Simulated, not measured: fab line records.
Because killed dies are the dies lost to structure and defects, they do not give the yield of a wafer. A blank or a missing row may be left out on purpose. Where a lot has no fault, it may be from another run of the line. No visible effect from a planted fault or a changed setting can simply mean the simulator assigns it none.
2 desks looking at one fault + flow n5-finfet + what lay behind the numbers comes last; until then each desk has only its own

AT THE METROLOGY DESK
What the gauges read, lot by lot, whatever tool the lot ran on: means of the sampled wafers that have a number. Any lot whose mean is over 4 standard deviations away from the usual mean is out of limits and marked OUT; that distance is given in the brackets. Shown here are 7 of its 11 readings, the ones lying furthest out on some lot.
Columns: A = DIBL_N at N5_BEOL_M4_RC_MEAS_101, usual 36.3 mV/V; B = DIBL_P at N5_BEOL_M4_RC_MEAS_101, usual 36.6 mV/V; C = IOFF_N at N5_BEOL_M4_RC_MEAS_101, usual 0.17 nA/um; D = IOFF_P at N5_BEOL_M4_RC_MEAS_101, usual 0.23 nA/um; E = ION_P at N5_BEOL_M4_RC_MEAS_101, usual 468 uA/um; F = SS_N at N5_BEOL_M4_RC_MEAS_101, usual 71.6 mV/dec; G = VT_P at N5_BEOL_M4_RC_MEAS_101, usual -248.9 mV
| lot  | first seen here | A    | B    | C    | D    | E   | F    | G      |
|------|-----------------|------|------|------|------|-----|------|--------|
| L347 | day 3 17:55     | 35.7 | 36.8 | 0.15 | 0.20 | 459 | 71.3 | -251.7 |
| L348 | day 3 23:04     | 37.0 | 37.1 | 0.19 | 0.24 | 461 | 72.1 | -248.3 |
| L350 | day 4 10:51     | 33.4 | 35.1 | 0.15 | 0.20 | 468 | 70.8 | -249.7 |
| L353 | day 5 06:09     | 35.0 | 35.0 | 0.15 | 0.21 | 470 | 71.2 | -249.4 |
| L357 | day 6 02:24     | 34.6 | 34.0 | 0.14 | 0.21 | 469 | 71.1 | -248.6 |
| L359 | day 6 15:09     | 36.7 | 36.5 | 0.15 | 0.20 | 465 | 71.6 | -250.0 |
| L360 | day 6 18:37     | 35.4 | 33.4 | 0.17 | 0.23 | 474 | 71.5 | -246.4 |
| L362 | day 7 07:05     | 38.5 | 39.5 | 0.22 | 0.25 | 471 | 72.2 | -248.9 |
| L367 | day 8 13:27     | 36.1 | 35.6 | 0.16 | 0.23 | 480 | 71.2 | -248.2 |
| L370 | day 9 08:13     | 34.5 | 34.2 | 0.14 | 0.18 | 461 | 71.0 | -249.6 |
This desk found nothing out of limits on any of the 10 lots.

AT THE TOOL OWNER'S DESK: cmp-01
The tool's own readings at N5_ILD0_CMP_12 (polishes SiNx, stops on poly-Si, t overpolish 6 s, target thk 17.67 nm): means of the sampled wafers that have a number, for each lot that ran on this tool. Any lot whose mean is over 4 standard deviations away from the usual mean is out of limits and marked OUT; that distance is given in the brackets.
Columns: A = head-pressure-psi at N5_ILD0_CMP_12, usual 2.500 psi; B = motor-current-A at N5_ILD0_CMP_12, usual 9.2 A; C = overpolish-run-s at N5_ILD0_CMP_12, usual 5.999 s; D = slurry-filter-dp-kPa at N5_ILD0_CMP_12, usual 13.51 kPa; E = time-to-endpoint-s at N5_ILD0_CMP_12, usual 29 s
| lot  | first seen here | A     | B    | C     | D     | E  |
|------|-----------------|-------|------|-------|-------|----|
| L347 | day 3 21:11     | 2.500 | 10.3 | 5.998 | 13.57 | 31 |
| L348 | day 4 02:20     | 2.494 | 9.4  | 6.009 | 13.62 | 27 |
| L357 | day 6 05:38     | 2.499 | 8.5  | 5.996 | 13.43 | 27 |
| L360 | day 6 21:53     | 2.502 | 9.8  | 6.005 | 13.50 | 22 |
| L362 | day 7 10:20     | 2.503 | 10.4 | 5.997 | 13.43 | 23 |
This desk found nothing out of limits on any of the 5 lots.

TAKEN TOGETHER
The metrology desk saw nothing out of limits.
The tool owner's desk saw nothing out of limits.

WHAT THE SIMULATOR HAD PUT IN
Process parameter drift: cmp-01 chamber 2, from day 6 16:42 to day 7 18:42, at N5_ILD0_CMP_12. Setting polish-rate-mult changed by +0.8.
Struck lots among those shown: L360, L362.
